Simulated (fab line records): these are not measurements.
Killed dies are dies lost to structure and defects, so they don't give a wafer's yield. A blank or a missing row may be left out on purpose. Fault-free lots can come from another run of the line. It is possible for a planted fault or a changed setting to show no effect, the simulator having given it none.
Matching of chambers | flow n5-finfet | rie-diel-01 running N5_BEOL_M6_STRIP_67: 4 sister chambers
The step strips in CF4. 24 wafers are shown with their chamber, then 12 later ones without.

WAFERS PAIRED WITH THEIR CHAMBERS
wafer  | chamber | throttle-valve-pct (%) | oes-product-au (a.u.) | showerhead-plenum-p-Torr (Torr)
L074.1 | 0       | 13.2                   | 0.87                  | 1.756
L074.2 | 1       | 13.8                   | 0.69                  | 1.778
L074.5 | 1       | 13.8                   | 0.69                  | 1.778
L081.3 | 2       | 13.6                   | 0.90                  | 1.766
L081.5 | 3       | 13.9                   | 0.72                  | 1.781
L081.6 | 0       | 13.2                   | 0.84                  | 1.752
L085.1 | 3       | 13.9                   | 0.71                  | 1.778
L085.2 | 2       | 13.6                   | 0.90                  | 1.763
L085.3 | 0       | 13.2                   | 0.83                  | 1.750
L085.4 | 3       | 13.9                   | 0.72                  | 1.778
L085.5 | 0       | 13.2                   | 0.84                  | 1.750
L085.6 | 2       | 13.6                   | 0.89                  | 1.764
L086.3 | 2       | 13.6                   | 0.87                  | 1.762
L086.4 | 0       | 13.2                   | 0.83                  | 1.748
L086.5 | 2       | 13.6                   | 0.88                  | 1.761
L088.2 | 3       | 13.9                   | 0.71                  | 1.775
L088.4 | 2       | 13.6                   | 0.86                  | 1.760
L088.6 | 0       | 13.3                   | 0.82                  | 1.747
L090.1 | 0       | 13.2                   | 0.82                  | 1.747
L090.2 | 2       | 13.6                   | 0.86                  | 1.760
L090.6 | 0       | 13.2                   | 0.82                  | 1.747
L091.1 | 3       | 13.9                   | 0.70                  | 1.773
L091.4 | 2       | 13.6                   | 0.86                  | 1.759
L091.6 | 0       | 13.3                   | 0.81                  | 1.746

SIGNATURES, as means of the wafers listed above
reading                  | chamber 0 | chamber 1 | chamber 2 | chamber 3 | scatter within a chamber
throttle-valve-pct       | 13.222    | 13.800    | 13.600    | 13.900    | 0.0279
oes-product-au           | 0.8311    | 0.6900    | 0.8775    | 0.7120    | 0.0157
showerhead-plenum-p-Torr | 1.74922   | 1.77800   | 1.76187   | 1.77700   | 0.00281
Rule: for each reading, subtract the chamber's mean from the wafer's reading, divide by that reading's scatter and square the result; add these up over the readings and take the root, which gives the wafer's distance from the chamber. If the next closest chamber is less than 2 further off than the closest, the wafer can't be placed; otherwise it belongs to the closest. The scatter: take each reading less its chamber's mean, square it, sum over the shown wafers, divide by the number of wafers less the number of chambers, and take the root.

WAFERS WHOSE CHAMBER IS MISSING
wafer  | throttle-valve-pct (%) | oes-product-au (a.u.) | showerhead-plenum-p-Torr (Torr)
L089.1 | 14.0                   | 0.70                  | 1.772
L089.2 | 13.6                   | 0.86                  | 1.758
L089.3 | 13.3                   | 0.94                  | 1.769
L089.4 | 13.3                   | 0.82                  | 1.744
L089.5 | 13.9                   | 0.70                  | 1.772
L089.6 | 13.6                   | 0.86                  | 1.758
L095.2 | 13.3                   | 0.80                  | 1.743
L095.5 | 13.3                   | 0.91                  | 1.767
L095.6 | 13.3                   | 0.80                  | 1.742
L096.1 | 13.3                   | 0.80                  | 1.742
L096.2 | 13.7                   | 0.85                  | 1.754
L096.3 | 13.3                   | 0.90                  | 1.765

CHAMBER TAKEN BY EACH
wafer  | from the rows above     | in truth
L089.1 | 3                       | 3
L089.2 | 2                       | 2
L089.3 | can't be placed: 0 or 2 | 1
L089.4 | 0                       | 0
L089.5 | 3                       | 3
L089.6 | 2                       | 2
L095.2 | 0                       | 0
L095.5 | 0                       | 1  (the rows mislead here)
L095.6 | 0                       | 0
L096.1 | 0                       | 0
L096.2 | 2                       | 2
L096.3 | 0                       | 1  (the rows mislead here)
9 of 12 placed correctly. These rows do not allow placing 1 (true chamber among the candidates in 0). Number placed wrongly: 2.
